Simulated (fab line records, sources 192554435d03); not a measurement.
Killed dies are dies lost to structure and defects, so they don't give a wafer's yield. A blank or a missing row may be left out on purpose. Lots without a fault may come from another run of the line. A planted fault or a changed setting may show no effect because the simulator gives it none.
Split-lot experiment | flow n5_finfet | 7 lots, 21 wafers read, on a route of 1938 steps

THE SPLIT
At N5_BEOL_M7_EXPOSE_25 (exposes mask V6, target cd 40 nm), the setting dose_mj was moved away from the recipe's 42.5 on 5 of the 21 wafers read, by -3.6% to +6.0%. The other wafers ran this setting at the recipe's value.

FROM THE SPLIT TO THE READING: what the file shows between them, 3 steps
- N5_BEOL_M7_PEB_26: peb time 60 s
- N5_BEOL_M7_DEVELOP_27: develop time 30 s
- N5_BEOL_M7_DESCUM_33: chemistry O2, time 7 s

THE READING
BEOL_M7.cd_nm (the simulator's own value, which no gauge read), in nm, at N5_BEOL_M7_ETCH_72 (etches underlayer in N2/H2, target depth 6.5 nm, time 5.2 s). The file gives no usual value for it. The 16 wafers here that ran the recipe average 40.0 nm, standard deviation 0.18 nm.

wafer  | tool, chamber at the split | dose_mj as run | against the recipe | BEOL_M7.cd_nm, nm | against lot-mates on the recipe
L079.1 | euv_scanner-02, 0          | 40.99          | -3.6%              | 39.4              | -0.5
L079.3 | euv_scanner-02, 0          | 42.5           | recipe             | 39.8              | -
L079.5 | euv_scanner-02, 0          | 42.5           | recipe             | 40                | -
L082.1 | euv_scanner-02, 0          | 42.5           | recipe             | 39.8              | -
L082.2 | euv_scanner-02, 0          | 41.26          | -2.9%              | 39.4              | -0.4
L082.4 | euv_scanner-02, 0          | 42.5           | recipe             | 39.8              | -
L083.1 | euv_scanner-01, 0          | 42.5           | recipe             | 40                | -
L083.3 | euv_scanner-01, 0          | 42.5           | recipe             | 40                | -
L083.6 | euv_scanner-01, 0          | 42.5           | recipe             | 40                | -
L089.3 | euv_scanner-01, 0          | 42.5           | recipe             | 39.8              | -
L089.5 | euv_scanner-01, 0          | 42.5           | recipe             | 39.8              | -
L089.6 | euv_scanner-01, 0          | 42.5           | recipe             | 40.2              | -
L090.2 | euv_scanner-02, 0          | 41.7           | -1.9%              | 39.8              | -0.4
L090.3 | euv_scanner-02, 0          | 42.5           | recipe             | 40.2              | -
L090.4 | euv_scanner-02, 0          | 41.7           | -1.9%              | 39.6              | -0.6
L094.2 | euv_scanner-02, 0          | 42.5           | recipe             | 40                | -
L094.3 | euv_scanner-02, 0          | 45.04          | +6.0%              | 41                | +1.0
L094.5 | euv_scanner-02, 0          | 42.5           | recipe             | 40                | -
L095.1 | euv_scanner-02, 0          | 42.5           | recipe             | 40.2              | -
L095.3 | euv_scanner-02, 0          | 42.5           | recipe             | 40.2              | -
L095.4 | euv_scanner-02, 0          | 42.5           | recipe             | 40.4              | -

THE FIT
A straight line over all 21 wafers: BEOL_M7.cd_nm changes by +0.172 nm for each +1% of dose_mj; r = +0.88; the points scatter about the line by 0.17 nm.
The same after taking each lot's own level away (the mean of its wafers on the recipe; 21 wafers): +0.168 nm for each +1%; r = +0.94; scatter 0.12 nm.
On that fit, the largest move of dose_mj shifts the reading by 1 nm.
The lots' own levels span 39.80 to 40.27 nm, that is 2.6 times the standard deviation above.
So the lot-to-lot level changes the slope little: the two slopes agree.
Check: with one of the wafers moved furthest among these (+6.0%) left out of the fit, the line predicts +0.993 nm for it against its lot-mates. It came out at +1 nm against them.

OTHER SPLITS ON THESE WAFERS
These wafers also went through other splits before the reading. Each is held against what the fit with the lots' levels taken away leaves over:
other split on the same wafers   | wafers away from the commonest value | r with BEOL_M7.cd_nm (lot level and that fit taken away)
N5_BEOL_M6_ETCH_66 bias_w        | 4                                    | +0.38
N5_BEOL_M6_TRENCH_ETCH_37 time_s | 7                                    | -0.19
N5_BEOL_M7_COAT_71 spin_rpm      | 6                                    | +0.00

THE WHOLE CHAIN: every reading that the file lists as answering this split, in the file's order
step                 | what it does                                                | reading                                                        | change (the file's fit)               | r (the file's)
N5_BEOL_M7_DESCUM_33 | chemistry O2, time 7 s                                      | BEOL_M7.cd_nm (the simulator's own value, which no gauge read) | +0.168 nm for each +1% of the setting | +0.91
N5_BEOL_M7_ETCH_72   | etches underlayer in N2/H2, target depth 6.5 nm, time 5.2 s | BEOL_M7.cd_nm (the simulator's own value, which no gauge read) | +0.163 nm for each +1% of the setting | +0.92

THE FILE'S OWN FIT
BEOL_M7.cd_nm changes by +0.163 nm for each +1% of dose_mj, r = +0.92.
